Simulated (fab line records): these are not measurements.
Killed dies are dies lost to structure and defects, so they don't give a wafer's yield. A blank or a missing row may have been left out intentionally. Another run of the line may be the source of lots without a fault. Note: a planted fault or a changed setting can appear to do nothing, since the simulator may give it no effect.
Matching of chambers    flow n5-finfet    N5_BEOL_M2_ETCH_63 on rie-diel-04 has 4 sister chambers
The step etches SiARC in CF4, target depth 15.6 nm, time 26 s. 22 wafers are shown with their chamber, then 11 later ones without.

## WAFERS WITH THEIR CHAMBER
wafer   chamber  throttle-valve-pct (%)  drypump-motor-current-A (A)  showerhead-plenum-p-Torr (Torr)
L074.2  1        15.36                   6.1                          2.10
L074.3  0        15.62                   5.5                          2.07
L074.4  2        15.87                   5.8                          2.13
L075.1  2        15.90                   5.8                          2.13
L075.3  0        15.62                   5.5                          2.07
L075.5  3        15.75                   5.7                          2.10
L079.1  1        15.38                   6.1                          2.09
L079.4  3        15.78                   5.6                          2.10
L079.6  2        15.91                   5.8                          2.13
L081.1  3        15.79                   5.6                          2.10
L081.2  0        15.63                   5.5                          2.06
L081.3  2        15.91                   5.8                          2.12
L083.2  1        15.37                   6.1                          2.09
L083.5  0        15.64                   5.5                          2.06
L083.6  1        15.39                   6.1                          2.09
L085.1  0        15.64                   5.5                          2.06
L085.2  2        15.93                   5.9                          2.12
L085.5  1        15.39                   6.1                          2.09
L086.1  2        15.94                   5.8                          2.12
L086.3  1        15.38                   6.1                          2.09
L086.4  3        15.80                   5.6                          2.10
L087.2  0        15.66                   5.5                          2.06

SIGNATURES, as means of the wafers listed above
reading                   chamber 0  chamber 1  chamber 2  chamber 3  scatter within a chamber
throttle-valve-pct        15.6350    15.3783    15.9100    15.7800    0.0186
drypump-motor-current-A   5.500      6.100      5.817      5.625      0.0297
showerhead-plenum-p-Torr  2.0633     2.0917     2.1250     2.1000     0.00451
Rule: a wafer lies at a distance from a chamber equal to the root of the sum of squares, over the readings, of (its reading less the chamber's mean, divided by the reading's scatter). If the next closest chamber is less than 2 further off than the closest, the wafer can't be placed; otherwise it belongs to the closest. The scatter: the root of (the sum of the squares of (reading less its chamber's mean) over the shown wafers, divided by (wafers less chambers)).

## WAFERS WITHOUT THEIR CHAMBER
wafer   throttle-valve-pct (%)  drypump-motor-current-A (A)  showerhead-plenum-p-Torr (Torr)
L087.3  15.80                   5.6                          2.10
L087.4  15.38                   6.1                          2.09
L094.1  15.45                   5.8                          2.12
L094.2  15.44                   6.1                          2.08
L094.5  15.43                   6.1                          2.08
L095.2  15.68                   5.5                          2.05
L095.3  15.45                   6.1                          2.08
L095.5  15.44                   6.1                          2.08
L097.2  15.43                   6.1                          2.08
L097.3  15.86                   5.7                          2.09
L097.6  15.70                   5.5                          2.05

## WHICH CHAMBER EACH ONE RAN IN
wafer    from the rows above   in truth
L087.3   3                     3
L087.4   1                     1
L094.1   1                     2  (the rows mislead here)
L094.2   1                     1
L094.5   1                     1
L095.2   0                     0
L095.3   1                     1
L095.5   1                     1
L097.2   1                     1
L097.3   3                     3
L097.6   0                     0
10 of 11 placed correctly. Left unplaced by these rows: 0. 1 placed wrongly.
